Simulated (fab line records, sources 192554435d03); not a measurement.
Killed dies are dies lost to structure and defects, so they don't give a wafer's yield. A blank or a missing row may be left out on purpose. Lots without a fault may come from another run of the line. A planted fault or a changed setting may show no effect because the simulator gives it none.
A struck lot beside a sound one | flow n5_finfet | 15 steps out of a route of 1938
Sound: wafers L607.2, L607.3, L607.4. Struck: wafers L620.1, L620.4, L620.5. The cause comes at the end.
At each step with rows: each side's tool, then ch and its chambers, then its first start. Under that, the readings that differ: sound wafers | struck wafers | difference of the means | sigmas: that difference in standard deviations of wafers without a fault.
alike: readings whose means differ by less than 2 such deviations, and words and numbers that are the same on both sides. not compared: withheld readings, readings that some wafer has no value for, bounds like >300 that may hide the same value, and numbers for which the record gives no deviation and whose values overlap.
The two part at a step that has a row with sigmas, a row that says differs or no value, or rows on one side only. Numbers that don't overlap but have no deviation are shown without sigmas and don't part them. A reading that every wafer of one side lacks parts them only if that side has two wafers or more.

first, 3 steps without rows for these wafers: N5_BEOL_M7_EXPOSE_25 (exposes mask V6, target cd 40 nm); N5_BEOL_M7_PEB_26 (peb time 60 s); N5_BEOL_M7_DEVELOP_27 (develop time 30 s).
N5_BEOL_M7_CD_MEAS_28: target cd 40 nm.
  sound on cd_sem-02 ch 0, day 10 15:14; struck on cd_sem-02 ch 0, day 14 07:26
  alike: cd_nm
N5_BEOL_M7_OVL_MEAS_29:
  sound on overlay-01 ch 0, day 10 15:16; struck on overlay-02 ch 0, day 14 07:28
  alike: V6_OVL
N5_BEOL_M7_INSPECT_30: inspects for defects (brightfield).
  sound on defect_inspect-02, day 10 15:19; struck on defect_inspect-02, day 14 07:32
  alike: raw_defect_count
N5_BEOL_M7_DESCUM_33: chemistry O2, time 7 s.
  sound on rie_diel-04 ch 0,1,3, day 10 15:22; struck on rie_diel-03 ch 0,2,3, day 14 07:34
  alike: drypump_motor_current_A, oes_product_au, rf_fwd_power_W, rf_vpp_V, showerhead_plenum_p_Torr, throttle_valve_pct
  not compared: rf_hours_counter_h
N5_BEOL_M7_ETCH_72: etches underlayer in N2/H2, target depth 6.5 nm, time 5.2 s.
  sound on rie_diel-04 ch 0,1,3, day 10 15:23; struck on rie_diel-03 ch 0,2,3, day 14 07:36
  alike: drypump_motor_current_A, etch_rf_on_time_s, oes_product_au, rf_fwd_power_W, rf_vpp_V, showerhead_plenum_p_Torr, throttle_valve_pct
  not compared: rf_hours_counter_h
N5_BEOL_M7_ETCH_65: etches SiARC in CF4, target depth 15.6 nm, time 26 s.
  sound on rie_diel-04 ch 0,1,3, day 10 15:25; struck on rie_diel-03 ch 0,2,3, day 14 07:37
  alike: drypump_motor_current_A, etch_rf_on_time_s, oes_product_au, rf_fwd_power_W, rf_vpp_V, showerhead_plenum_p_Torr, throttle_valve_pct
  not compared: rf_hours_counter_h
N5_BEOL_M7_ETCH_66: etches SOC in N2/H2, target depth 80 nm, overetch 16 nm, time 120 s.
  sound on rie_diel-04 ch 0,1,3, day 10 15:26; struck on rie_diel-03 ch 0,2,3, day 14 07:39
  alike: drypump_motor_current_A, oes_product_au, rf_fwd_power_W, rf_vpp_V, showerhead_plenum_p_Torr, throttle_valve_pct
  not compared: rf_hours_counter_h
then, 2 steps without rows for these wafers: N5_BEOL_M7_STRIP_69 (strips in N2/H2); N5_BEOL_M7_STRIP_73 (strips in N2/H2).
N5_BEOL_M7_VIA_ETCH_34: etches SiCOH lowk in C4F6/O2, target depth 125.5 nm, time 50.5 s.
  sound on rie_diel-04 ch 0,1,3, day 10 15:32; struck on rie_diel-03 ch 0,2,3, day 14 07:45
  reading                                  | sound             | struck            | difference | sigmas
  oes_f_703_au (a.u.)                      | 0.72 0.81 0.72    | 0.64 0.52 0.50    | -0.20      | -2
  rf_fwd_power_W (W)                       | 343.0 341.5 341.3 | 257.9 258.9 258.4 | -83.5      | -64
  rf_vpp_V (V)                             | 662 655 659       | 785 788 784       | +127       | +11
  model.etch.depth_nm (nm)                 | 124.5 126 125.4   | 115.2 113.7 114.8 | -10.7      |
  model.SOC_of_BEOL_M7_COAT_63.thk_nm (nm) | 54.4 54.2 54.2    | 54.6 54.6 54.8    | +0.4       |
  alike: drypump_motor_current_A, oes_product_au, showerhead_plenum_p_Torr, throttle_valve_pct
  not compared: rf_hours_counter_h
then, 2 steps without rows for these wafers: N5_BEOL_M7_STRIP_76 (strips in C4F6/O2); N5_PASSIVATION_PROBE_49.

WHERE THEY PART
Only at N5_BEOL_M7_VIA_ETCH_34, within this record.

WHY: what the simulator had put in
Process parameter drift: rie_diel-03, from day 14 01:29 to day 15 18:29, at N5_BEOL_M7_VIA_ETCH_34. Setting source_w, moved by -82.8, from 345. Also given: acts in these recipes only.
